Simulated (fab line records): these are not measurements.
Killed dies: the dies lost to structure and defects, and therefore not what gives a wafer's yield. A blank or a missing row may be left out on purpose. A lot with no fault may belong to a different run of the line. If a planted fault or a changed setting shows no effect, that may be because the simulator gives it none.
fab line records	flow n5Finfet
[record] lots = 9	wafers = 26	lastDay = 18
route steps=1938 shown HKMG_FIN@448 GATE_CUT@469 BEOL_M4@1111 PASSIVATION@1936
lots that met no fault: taken from a fault-free run of the same line
startH: hours from the record's opening day to when the first of the lot's shown wafers began	waitH: time in hours since the lot's previous step	" unchanged from the row above	L1.1+2: one row covering several wafers at once	- either no value or no given start	* or withheld: withheld	< > ~ a bound
route shown NAME@n: a module of which the file shows steps, and the number in the route of the first	usual: average and standard deviation across the fault-free wafers	same: alike in all rows	chamber/n: place in a boat	sites: readings site by site	_std_site: standard deviation across them	_edge_site: outer sites' mean less inner sites'	radiusMm: for every site, how far away it sits from the centre of the wafer	mask NAME#n: copy n	behind: the most recent tool/chamber to have shaped the wafer	hold: why the lot was held/for how many hours/how that ended	device: names the non-switching transistor (n, p or np)	end of line: the tests these same wafers got at the end of their route	a step given without rows: its recipe and nothing more	killed: dies lost to structure and defects at the first sort, not the wafer's yield	map: per-die view of a wafer (x killed, . not killed, _ where there is no die)
set.NAME: the run value of the setting; set.NAME@STEP: its run value at that earlier step	model.NAME: the simulator's own value behind a step, which no gauge read
a sample of lots followed through the steps of the route, with each step as a table and each wafer as a row
services: a tool's chamber out of use, with start hour (startH, from the record's first day; less than 0 if before it), hours out, and reason
[[steps]]
[step N5_HKMG_FIN_NWFM_ALD_20]
[recipe] material = TiAlC	targetThkA = 20	tempC = 300	aldPrecursorFamily = TiCl4	aldCoReactant = TEA	pulseTimeS = 3	purgeTimeS = 2	coReactantPurgeTimeS = 2	coReactantPulseTimeS = 10	aldCycles = 7	pressureTorr = 3
[usual] heaterPowerW = 527/56	precursorPulseHeightRel = 1.002/0.02
lot.wafer	tool	chamber	startH	waitH	heaterPowerW	precursorPulseHeightRel
L597.3	aldMetal-04	0	78.89	0.1	485	1.004
L597.5	"	2	"	"	590	1.013
L597.6	"	0	"	"	471	1.019
L599.1	aldMetal-04	1	88.11	0.3	546	0.994
L599.4	"	3	"	"	583	1.015
L599.5	"	3	"	"	579	1.009
L600.1	aldMetal-01	2	94.70	0.3	605	1.015
L600.4	"	0	"	"	484	1.031
L600.6	"	0	"	"	464	1.005
L601.1	aldMetal-01	0	104.60	0.3	477	0.967
L601.5	"	0	"	"	478	1.036
L601.6	"	3	"	"	491	1.007
L604.1	aldMetal-03	1	121.09	0.3	585	1.038
L604.2	"	0	"	"	408	1.037
L604.5	"	3	"	"	576	0.963
L608.3	aldMetal-04	0	143.89	0.1	473	1.022
L608.5	"	0	"	"	477	1.023
L617.2	aldMetal-01	2	200.46	0.3	598	1.014
L617.4	"	3	"	"	500	0.972
L617.5	"	0	"	"	488	0.971
L618.3	aldMetal-04	2	205.08	0.1	579	1.025
L618.5	"	2	"	"	564	0.990
L618.6	"	1	"	"	525	0.970
L619.1	aldMetal-01	0	212.33	0.3	488	1.040
L619.4	"	3	"	"	490	0.982
L619.5	"	3	"	"	496	1.000
[step N5_GATE_CUT_ETCH_58]
[recipe] chemistry = CH3F/O2	target = SiNx	targetDepthA = 170	timeS = 128.6	ionEnergyEv = 50	pressureMtorr = 30	sourceW = 415	biasW = 21	Ar_flow_sccm = 150	CH3F_flow_sccm = 30	O2_flow_sccm = 20
[usual] O2_flow_sccm = 20.00/0.057	drypumpMotorCurrentA = 5.6/0.44	mfcArSccm = 150.0/0.45	oesProductAu = 0.76/0.065	rfVppV = 99.1/0.89	showerheadPlenumPTorr = 2.00/0.076	throttleValvePct = 16.43/0.26
lot.wafer	tool	chamber	startH	waitH	O2_flow_sccm	drypumpMotorCurrentA	mfcArSccm	oesProductAu	rfHoursCounterH	rfVppV	showerheadPlenumPTorr	throttleValvePct
L597.3	rieDiel-03	0	81.76	0.1	20.05	5.6	149.8	0.73	190	98.6	2.09	16.78
L597.5	"	0	"	"	19.99	5.7	149.3	0.74	-	98.6	2.09	16.80
L597.6	"	2	"	"	20.01	5.3	149.8	0.72	-	100.6	2.07	16.53
L599.1	rieDiel-03	3	90.90	0.0	20.04	5.1	150.7	0.76	173	99.8	1.97	16.35
L599.4	"	2	"	"	20.15	5.3	149.2	0.72	203	101.5	2.07	16.54
L599.5	"	2	"	"	20.14	5.3	149.7	0.71	-	100.2	2.07	16.55
L600.1	rieDiel-03	3	97.53	0.1	20.06	5.0	149.6	0.75	175	99.1	1.97	16.35
L600.4	"	0	"	"	19.98	5.7	149.9	0.74	196	98.5	2.08	16.80
L600.6	"	2	"	"	20.02	5.3	149.5	0.72	-	99.7	2.07	16.54
L601.1	rieDiel-03	1	107.50	0.2	19.93	5.7	149.9	0.76	161	98.6	1.92	16.50
L601.5	"	3	"	"	19.98	5.1	148.9	0.75	-	99.1	1.97	16.36
L601.6	"	0	"	"	19.91	5.6	149.9	0.74	-	97.7	2.08	16.81
L604.1	rieDiel-01	0	123.88	0.0	20.02	5.5	150.4	0.92	11	99.4	2.04	16.00
L604.2	"	1	"	"	19.95	6.6	150.0	0.71	208	98.2	1.90	16.09
L604.5	"	3	"	"	20.08	6.6	149.6	0.75	-	99.8	2.09	16.58
L608.3	rieDiel-03	1	146.75	0.0	19.98	5.7	150.0	0.75	172	98.2	1.91	16.52
L608.5	"	3	"	"	19.97	5.0	149.5	0.73	-	98.8	1.96	16.37
L617.2	rieDiel-03	0	203.22	0.0	20.06	5.6	150.6	0.71	227	98.8	2.07	16.86
L617.4	"	3	"	"	20.03	5.1	149.9	0.74	206	97.6	1.96	16.41
L617.5	"	2	"	"	19.90	5.3	150.3	0.70	-	99.8	2.06	16.63
L618.3	rieDiel-03	3	208.27	0.2	20.02	5.0	151.0	0.72	208	100.0	1.96	16.43
L618.5	"	0	"	"	19.98	5.6	150.4	0.71	-	99.8	2.07	16.88
L618.6	"	3	"	"	20.04	5.0	150.6	0.73	-	99.3	1.96	16.42
L619.1	rieDiel-03	2	217.05	0.3	19.96	5.3	150.0	0.69	242	100.5	2.05	16.62
L619.4	"	1	"	"	19.99	5.7	150.4	0.74	195	97.9	1.90	16.57
L619.5	"	0	"	"	20.02	5.6	149.8	0.71	-	99.0	2.07	16.88
[step N5_GATE_CUT_STRIP_59]
[recipe] chemistry = N2/H2	timeS = 20	powerW = 100	tempC = 40	pressureMtorr = 100	rfFrequencyHz = 6e+07	biasPowerW = 3	n2FlowSccm = 300	h2FlowSccm = 300
[usual] drypumpMotorCurrentA = 5.6/0.44	oesProductAu = 0.76/0.069	rfVppV = 45.3/0.89	showerheadPlenumPTorr = 3.37/0.1	throttleValvePct = 12.32/0.28
lot.wafer	tool	chamber	startH	waitH	drypumpMotorCurrentA	oesProductAu	rfHoursCounterH	rfVppV	showerheadPlenumPTorr	throttleValvePct
L597.3	rieDiel-03	0	81.87	0.1	5.7	0.74	190	46.3	3.49	12.58
L597.5	"	0	"	"	5.7	0.74	-	45.8	3.49	12.58
L597.6	"	2	"	"	5.3	0.72	-	46.2	3.46	12.32
L599.1	rieDiel-03	3	91.00	0.1	5.1	0.75	173	47.6	3.38	12.47
L599.4	"	2	"	"	5.3	0.73	203	44.9	3.46	12.32
L599.5	"	2	"	"	5.3	0.72	-	45.8	3.45	12.32
L600.1	rieDiel-03	3	97.64	0.1	5.0	0.76	175	46.2	3.38	12.46
L600.4	"	0	"	"	5.7	0.74	196	43.6	3.49	12.59
L600.6	"	2	"	"	5.3	0.72	-	44.4	3.45	12.32
L601.1	rieDiel-03	1	107.60	0.1	5.7	0.77	161	45.4	3.26	12.48
L601.5	"	3	"	"	5.1	0.75	-	44.9	3.37	12.47
L601.6	"	0	"	"	5.7	0.73	-	46.7	3.48	12.59
L604.1	rieDiel-01	0	123.99	0.1	5.6	0.92	11	43.9	3.44	11.77
L604.2	"	1	"	"	6.6	0.69	208	44.3	3.20	12.05
L604.5	"	3	"	"	6.6	0.75	-	45.1	3.52	12.52
L608.3	rieDiel-03	1	146.85	0.1	5.8	0.76	172	45.3	3.25	12.49
L608.5	"	3	"	"	5.1	0.74	-	46.2	3.37	12.50
L617.2	rieDiel-03	0	203.32	0.1	5.6	0.72	227	44.7	3.47	12.67
L617.4	"	3	"	"	5.1	0.74	206	44.2	3.36	12.54
L617.5	"	2	"	"	5.3	0.70	-	47.6	3.44	12.39
L618.3	rieDiel-03	3	208.37	0.1	5.1	0.73	208	45.3	3.36	12.55
L618.5	"	0	"	"	5.7	0.71	-	45.1	3.47	12.66
L618.6	"	3	"	"	5.1	0.73	-	46.6	3.36	12.56
L619.1	rieDiel-03	2	217.15	0.1	5.3	0.70	242	45.3	3.43	12.42
L619.4	"	1	"	"	5.7	0.74	195	43.8	3.24	12.58
L619.5	"	0	"	"	5.7	0.71	-	46.5	3.47	12.66
[step N5_GATE_CUT_PECVD_57]
[recipe] material = SiNx	targetThkA = 210	tempC = 400	precursor = SiH4/NH3/N2	pressureTorr = 1.5	rfW = 300
[usual] heaterPowerW = 754/91	showerheadPlenumPTorr = 5.14/0.047	throttleValvePct = 40.0/3
lot.wafer	tool	chamber	startH	waitH	heaterPowerW	showerheadPlenumPTorr	throttleValvePct
L597.3	pecvd-03	1	84.28	1.1	796	5.15	38.4
L597.5	"	2	"	"	809	5.17	39.2
L597.6	"	1	"	"	807	5.15	38.4
L599.1	pecvd-04	0	93.82	1.1	738	5.08	45.9
L599.4	"	0	"	"	715	5.07	45.8
L599.5	"	2	"	"	862	5.11	37.2
L600.1	pecvd-04	0	100.64	1.1	830	5.08	45.6
L600.4	"	2	"	"	741	5.11	37.1
L600.6	"	0	"	"	823	5.07	45.6
L601.1	pecvd-03	1	110.01	1.1	894	5.16	38.7
L601.5	"	0	"	"	704	5.20	40.5
L601.6	"	2	"	"	864	5.17	39.3
L604.1	pecvd-04	2	126.39	1.1	799	5.10	37.0
L604.2	"	0	"	"	734	5.08	45.7
L604.5	"	0	"	"	740	5.07	46.0
L608.3	pecvd-04	0	149.26	1.1	734	5.06	45.9
L608.5	"	2	"	"	865	5.11	37.3
L617.2	pecvd-03	0	205.73	1.1	766	5.19	40.8
L617.4	"	0	"	"	759	5.20	40.9
L617.5	"	2	"	"	954	5.17	39.8
L618.3	pecvd-04	0	211.47	1.1	680	5.08	46.0
L618.5	"	0	"	"	715	5.08	45.8
L618.6	"	2	"	"	855	5.12	37.5
L619.1	pecvd-02	1	219.56	1.1	702	5.09	39.5
L619.4	"	0	"	"	652	5.22	41.3
L619.5	"	0	"	"	691	5.20	41.3
[step N5_GATE_CUT_CMP_02]
[recipe] stopOn = SiO2	tOverpolishS = 12.7	postCmpClean = alkalineBrush	downForcePsi = 2.5	platenRpm = 51.8	padVelocityMS = 1.0307	targetThkNm = 0
[usual] motorCurrentA = 8.7/0.58	timeToEndpointS = 26.7/2.7
lot.wafer	tool	chamber	startH	waitH	motorCurrentA	timeToEndpointS
L597.3	cmp-01	2	84.35	0.1	8.1	25.5
L597.5	"	2	"	"	8.2	24.5
L597.6	"	3	"	"	8.2	23.1
L599.4	cmp-01	2	93.90	0.0	8.3	28.0
L599.1	"	3	"	"	8.5	24.8
L599.5	"	2	"	"	8.4	25.6
L600.4	cmp-03	0	100.71	0.0	9.2	31.6
L600.1	"	1	"	"	8.9	26.5
L600.6	"	1	"	"	8.9	24.4
L601.1	cmp-03	1	110.13	0.1	8.7	26.1
L601.6	"	0	"	"	9.3	30.9
L601.5	"	1	"	"	9.0	23.4
L604.1	cmp-04	0	126.47	0.1	9.4	26.3
L604.2	"	3	"	"	8.8	29.2
L604.5	"	1	"	"	9.2	11.4
L608.3	cmp-01	0	149.41	0.1	8.7	27.4
L608.5	"	3	"	"	8.0	9.6
L617.2	cmp-04	1	205.84	0.1	9.0	27.1
L617.4	"	2	"	"	8.8	27.1
L617.5	"	1	"	"	8.4	26.8
L618.3	cmp-04	3	211.55	0.1	8.5	31.7
L618.5	"	3	"	"	9.3	32.8
L618.6	"	0	"	"	9.1	29.4
L619.1	cmp-03	0	219.73	0.1	8.8	28.4
L619.4	"	1	"	"	9.1	26.5
L619.5	"	3	"	"	9.2	22.1
[step N5_BEOL_M4_RC_MEAS_101]
[usual] DIBL_N = 36.0/2.5	DIBL_P = 36.7/3	IOFF_N = 0.16/0.043	IOFF_P = 0.21/0.049	ION_N = 673/15	ION_P = 461/9.8	SS_N = 71.5/0.83	SS_P = 73.4/0.83	VT_N = 250/4	VT_P = -251/4
lot.wafer	tool	chamber	startH	waitH	DIBL_N[mV/V]	DIBL_P[mV/V]	IOFF_N[nA/um]	IOFF_P[nA/um]	ION_N[uA/um]	ION_P[uA/um]	SS_N[mV/dec]	SS_P[mV/dec]	VT_N[mV]	VT_P[mV]
L597.3	prober-01	0	161.37	0.3	32.1	33.7	0.12	0.18	657	456	70.5	72.6	254	-254
L597.5	"	0	"	"	33.0	33.8	0.14	0.18	671	459	71.7	72.8	254	-254
L597.6	"	0	"	"	31.8	33.3	0.12	0.17	663	459	70.7	72.1	252	-250
L599.1	prober-02	0	180.56	0.0	36.6	37.3	0.18	0.19	697	468	71.9	74.1	248	-254
L599.4	"	0	"	"	38.3	38.7	0.20	0.22	686	459	72.2	74.5	247	-251
L599.5	"	0	"	"	34.3	34.4	0.13	0.16	676	463	70.9	73.0	254	-255
L600.1	prober-02	0	185.75	0.0	40.0	40.1	0.22	0.28	691	467	72.0	73.9	243	-243
L600.4	"	0	"	"	35.5	35.4	0.14	0.20	664	455	71.4	73.4	251	-251
L600.6	"	0	"	"	40.0	41.3	0.24	0.32	700	482	72.0	73.7	242	-243
L601.1	prober-01	0	186.86	0.0	29.9	30.0	0.09	0.13	677	470	69.7	71.6	256	-257
L601.5	"	0	"	"	35.4	36.9	0.16	0.22	671	467	71.6	72.5	245	-249
L601.6	"	0	"	"	32.0	32.9	0.11	0.17	675	475	71.5	71.8	254	-250
L604.1	prober-02	0	212.67	0.0	30.3	32.5	0.10	0.14	645	441	71.2	71.8	256	-257
L604.2	"	0	"	"	31.6	34.5	0.12	0.16	651	453	70.9	72.6	252	-254
L604.5	"	0	"	"	36.3	39.7	0.23	0.26	681	464	73.6	73.7	244	-246
L608.3	prober-02	0	242.34	0.3	36.3	36.6	0.18	0.21	697	467	71.0	73.8	249	-252
L608.5	"	0	"	"	37.1	36.4	0.19	0.21	678	457	71.6	73.3	247	-253
L617.2	prober-01	0	296.14	0.2	37.2	38.7	0.19	0.26	677	464	71.9	73.6	248	-248
L617.4	"	0	"	"	33.4	33.9	0.13	0.19	662	463	70.9	72.9	253	-250
L617.5	"	0	"	"	34.2	34.3	0.15	0.20	682	472	71.5	72.6	246	-249
L618.3	prober-01	0	305.45	0.3	36.2	37.5	0.17	0.23	690	470	71.2	73.6	246	-248
L618.5	"	0	"	"	35.2	35.9	0.15	0.21	686	475	71.5	72.8	250	-248
L618.6	"	0	"	"	38.7	40.4	0.22	0.29	685	466	72.0	74.1	244	-246
L619.1	prober-01	0	319.88	0.0	36.6	39.2	0.19	0.24	694	479	70.8	73.8	242	-249
L619.4	"	0	"	"	35.8	38.0	0.16	0.21	684	469	71.7	73.5	248	-251
L619.5	"	0	"	"	35.0	36.9	0.14	0.20	669	461	71.0	73.1	252	-250
[step N5_PASSIVATION_PROBE_49]
[usual] defectLimitedYield = 91.1/1.5	killed_at_M0_to_M3 = 37/11	killed_at_M4_up = 13/5.6	killedAtContacts = 12/5.6	killedAtFrontEnd = 39/11	killedAtOther = 4/3.1	killedDies = 105/18	killedOpen = 69/13	killedShort = 35/7.4	sort_bin_5_function = 5.1/0.92	sort_bin_6_memory = 3.4/0.76	sort_bin_8_speed = 0.02/0.11	sortNPass = 1075/18	sortYieldPct = 91.1/1.5
[same] grossDies = 1180	killedAtBackSide = 0	sort_bin_4_leakage[%] = 0
lot.wafer	tool	chamber	startH	waitH	defectLimitedYield[%]	killed_at_M0_to_M3	killed_at_M4_up	killedAtContacts	killedAtFrontEnd	killedAtOther	killedDies	killedOpen	killedShort	sort_bin_5_function[%]	sort_bin_6_memory[%]	sort_bin_8_speed[%]	sortNPass	sortYieldPct[%]
L599.1	prober-02	-	284.52	0.0	92.2	44	8	13	24	3	92	63	28	4.4	3.4	0	1088	92.2
L599.4	prober-02	-	284.67	0.2	90.6	44	19	15	32	1	111	74	37	5.4	3.8	0	1069	90.6
L599.5	prober-02	-	284.72	0.2	90.4	42	8	20	35	8	113	70	43	5.5	3.4	0	1067	90.4
L601.1	prober-02	-	290.58	0.0	91.1	52	7	20	25	1	105	71	34	5.3	3.6	0	1075	91.1
L601.5	prober-02	-	290.78	0.2	92.5	33	11	12	27	6	89	55	33	4.3	2.7	0	1091	92.5
L601.6	prober-02	-	290.83	0.3	88.4	55	21	7	50	4	137	82	46	6.5	4.2	0	1043	88.4
L600.1	prober-01	-	296.91	0.7	90.4	33	23	8	43	6	113	73	28	5.3	3.4	0	1067	90.4
L600.4	prober-01	-	297.06	0.8	91.7	45	13	8	28	4	98	62	36	4.8	3.3	0	1082	91.7
L600.6	prober-01	-	297.16	0.9	91.4	37	11	15	35	3	101	70	29	5.1	3.4	0	1079	91.4
L604.1	prober-02	-	310.29	0.0	93.0	24	10	15	31	3	83	60	22	4.5	2.4	0.34	1093	92.6
L604.2	prober-02	-	310.34	0.1	91.9	26	16	19	33	1	95	62	33	5.0	2.5	0	1085	91.9
L604.5	prober-02	-	310.49	0.2	91.8	29	14	14	39	1	97	64	33	4.8	3.1	0	1083	91.8
L608.5	prober-02	-	349.36	0.2	90.3	46	11	17	31	10	115	75	40	5.3	4.0	0	1065	90.3
// killed by level:class
L599.1 MOL_CONTACT_COAG:geometricParticle:open=11 BEOL_M2:geometricParticle:open=10 FIN_SAQP:geometricParticle:open=8 BEOL_M0_SAQP:geometricParticle:open=8 BEOL_M1:geometricParticle:open=8 FIN_SAQP:geometricParticle:short=6 BEOL_M0_SAQP:geometricParticle:short=5 BEOL_M0:geometricParticle:open=3
L599.4 BEOL_M0_SAQP:geometricParticle:short=12 BEOL_M0_SAQP:geometricParticle:open=11 MOL_CONTACT_COAG:geometricParticle:open=10 BEOL_M4:geometricParticle:open=7 BEOL_M3:geometricParticle:open=6 DUMMY_GATE:geometricParticle:open=6 BEOL_M1:geometricParticle:open=6 MOL_CONTACT_COAG:geometricParticle:short=5
L599.5 MOL_CONTACT_COAG:geometricParticle:open=15 BEOL_M0_SAQP:geometricParticle:short=12 FIN_SAQP:geometricParticle:open=11 BEOL_M1:geometricParticle:open=8 FIN_SAQP:geometricParticle:short=6 BEOL_M2:geometricParticle:open=6 MOL_CONTACT_COAG:geometricParticle:short=5 MIM_TOP:geometricParticle:open=4
L601.1 MOL_CONTACT_COAG:geometricParticle:open=17 BEOL_M1:geometricParticle:open=13 BEOL_M3:geometricParticle:short=10 BEOL_M0_SAQP:geometricParticle:open=9 FIN_SAQP:geometricParticle:open=6 FIN_SAQP:geometricParticle:short=5 DUMMY_GATE:geometricParticle:open=5 BEOL_M2:geometricParticle:open=5
L601.5 MOL_CONTACT_COAG:geometricParticle:open=10 BEOL_M2:geometricParticle:open=9 BEOL_M4:geometricParticle:open=6 BEOL_M0_SAQP:geometricParticle:short=6 BEOL_M1:geometricParticle:open=6 STI_FIN_REVEAL:geometricParticle:open=5 BEOL_M3:geometricParticle:short=5 ILD0:geometricParticle:short=4
L601.6 BEOL_M1:geometricParticle:open=17 BEOL_M4:geometricParticle:open=12 BEOL_M0_SAQP:geometricParticle:open=8 HKMG_FIN:areaEtch=8 FIN_SAQP:geometricParticle:open=7 STI_FIN_REVEAL:geometricParticle:open=7 BEOL_M0_SAQP:geometricParticle:short=7 BEOL_M4:geometricParticle:short=6
L600.1 STI_FIN_REVEAL:geometricParticle:open=11 DUMMY_GATE:geometricParticle:open=9 BEOL_M2:geometricParticle:open=9 HKMG_FIN:areaEtch=8 GATE_CUT:geometricParticle:short=7 MOL_CONTACT_COAG:geometricParticle:open=7 BEOL_M7:geometricParticle:open=7 BEOL_M0_SAQP:geometricParticle:short=6
L600.4 BEOL_M0_SAQP:geometricParticle:short=10 BEOL_M3:geometricParticle:open=9 STI_FIN_REVEAL:geometricParticle:open=7 BEOL_M1:geometricParticle:open=6 BEOL_M2:geometricParticle:open=6 MOL_CONTACT_COAG:geometricParticle:open=5 GATE_CUT:geometricParticle:open=4 BEOL_M0_SAQP:geometricParticle:open=4
L600.6 MOL_CONTACT_COAG:geometricParticle:open=12 GATE_CUT:geometricParticle:open=8 BEOL_M0_SAQP:geometricParticle:short=7 BEOL_M0_SAQP:geometricParticle:open=7 BEOL_M1:geometricParticle:open=7 BEOL_M2:geometricParticle:open=7 STI_FIN_REVEAL:geometricParticle:open=5 FIN_SAQP:geometricParticle:open=4
L604.1 MOL_CONTACT_COAG:geometricParticle:open=11 STI_FIN_REVEAL:geometricParticle:open=10 BEOL_M0_SAQP:geometricParticle:short=7 BEOL_M0_SAQP:geometricParticle:open=7 BEOL_M4:geometricParticle:open=7 FIN_SAQP:geometricParticle:open=5 BEOL_M2:geometricParticle:open=5 FIN_SAQP:geometricParticle:short=4
L604.2 MOL_CONTACT_COAG:geometricParticle:open=11 MOL_CONTACT_COAG:geometricParticle:short=8 BEOL_M4:geometricParticle:open=8 STI_FIN_REVEAL:geometricParticle:open=7 DUMMY_GATE:geometricParticle:open=7 FIN_SAQP:geometricParticle:open=6 BEOL_M3:geometricParticle:open=6 BEOL_M1:geometricParticle:open=5
L604.5 STI_FIN_REVEAL:geometricParticle:open=14 FIN_SAQP:geometricParticle:short=9 MOL_CONTACT_COAG:geometricParticle:open=9 BEOL_M3:geometricParticle:open=8 DUMMY_GATE:geometricParticle:open=5 MOL_CONTACT_COAG:geometricParticle:short=5 BEOL_M0_SAQP:geometricParticle:short=5 BEOL_M0_SAQP:geometricParticle:open=4
L608.5 BEOL_M0_SAQP:geometricParticle:open=17 MOL_CONTACT_COAG:geometricParticle:open=14 BEOL_M3:geometricParticle:open=8 BEOL_M0_SAQP:geometricParticle:short=7 FIN_SAQP:geometricParticle:open=5 GATE_CUT:geometricParticle:short=5 BEOL_M2:geometricParticle:short=5 ILD0:geometricParticle:short=4
[[services]]
tool	chamber	startH	hours	kind
cmp-03	-	57.67	6.3	pm
pecvd-03	1	59.56	17.9	repair
cmp-01	-	62.05	0.9	repair
cmp-03	-	64.00	11.1	pm
aldMetal-03	-	71.36	8.7	pm
aldMetal-04	1	75.53	8.0	repair
rieDiel-03	1	76.00	12.8	repair
pecvd-04	-	85.19	0.5	repair
pecvd-03	2	92.75	11.3	repair
rieDiel-01	-	94.55	4.1	repair
aldMetal-04	2	99.21	25.3	repair
cmp-04	-	103.02	4.0	pm
cmp-01	-	118.43	9.1	pm
aldMetal-01	2	118.96	10.5	repair
aldMetal-04	-	124.50	0.8	repair
pecvd-02	-	128.27	6.0	pm
cmp-03	-	152.50	1.3	repair
aldMetal-01	-	161.44	8.7	pm
pecvd-02	-	183.88	14.6	pm
aldMetal-03	-	195.59	0.6	repair
aldMetal-04	-	197.69	0.3	repair
cmp-01	-	199.59	4.0	pm
aldMetal-03	-	203.08	0.5	repair
rieDiel-01	3	218.89	5.0	repair
[[key]]
[firstSign] step = N5_GATE_CUT_CMP_02	reading = timeToEndpointS	direction = down	sigmas = 6	usual = *	struck = *
effect none on later readings
metAt N5_GATE_CUT_PECVD_57
struckLots L604,L608
struckWafers L604.5,L608.5
notActingAt N5_HKMG_FIN_NWFM_ALD_20,N5_GATE_CUT_ETCH_58,N5_GATE_CUT_STRIP_59
onsetBetween 100.64 126.39
[fault] kind = processParameterDrift	tool = pecvd-04	chamber = -	onsetH = 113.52	steps = N5_GATE_CUT_PECVD_57	channel = targetThkA	offset = *	shape = step	endH = 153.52	scope = struckWafersOnly	actsIn = *	stated = *
